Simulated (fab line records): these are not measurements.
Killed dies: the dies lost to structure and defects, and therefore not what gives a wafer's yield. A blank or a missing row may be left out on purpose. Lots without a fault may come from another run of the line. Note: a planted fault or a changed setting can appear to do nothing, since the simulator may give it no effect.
Chamber matching    flow n5_finfet    rie_diel-01 running N5_MOL_CONTACT_COAG_ETCH_15: 4 sister chambers
The step etches SiNx in CH3F/O2, stops on Si:P, target depth 7 nm. 8 wafers are shown with their chamber, then 10 later ones without.

== WAFERS WITH THEIR CHAMBER ==
wafer   chamber  drypump_motor_current_A (A)  throttle_valve_pct (%)
L077.6  0        6.4                          16.19
L079.1  1        5.6                          16.49
L079.5  2        4.9                          16.34
L080.1  3        5.2                          16.55
L080.3  2        5.0                          16.35
L080.5  1        5.7                          16.47
L081.2  3        5.2                          16.57
L081.5  0        6.5                          16.21

== WAFERS WITHOUT THEIR CHAMBER ==
wafer   drypump_motor_current_A (A)  throttle_valve_pct (%)
L081.6  5.6                          16.48
L085.2  6.5                          16.23
L085.3  5.0                          16.37
L085.4  5.2                          16.57
L092.1  6.5                          16.26
L092.2  5.7                          16.53
L092.6  6.5                          16.25
L094.1  6.5                          16.26
L094.2  5.7                          16.55
L094.3  5.2                          16.63

== EACH ONE'S CHAMBER ==
wafer   from the rows above  in truth
L081.6  1                    1
L085.2  0                    0
L085.3  2                    2
L085.4  3                    3
L092.1  0                    0
L092.2  1                    1
L092.6  0                    0
L094.1  0                    0
L094.2  1                    1
L094.3  3                    3
Correct placement for 10 of the 10. Not placeable from these rows: 0. Wrongly placed: 0.
How it was worked out, from the rows above alone: a wafer's distance from a chamber is the root of the sum, over the readings, of the square of ((its reading less the chamber's mean) divided by the reading's scatter). If the next closest chamber is less than 2 further off than the closest, the wafer can't be placed; otherwise it belongs to the closest. A chamber's mean is the mean of its shown wafers. How the scatter is found: for the shown wafers, subtract from each reading the mean of its chamber, square and add these, divide the total by (wafers less chambers), then take the root.
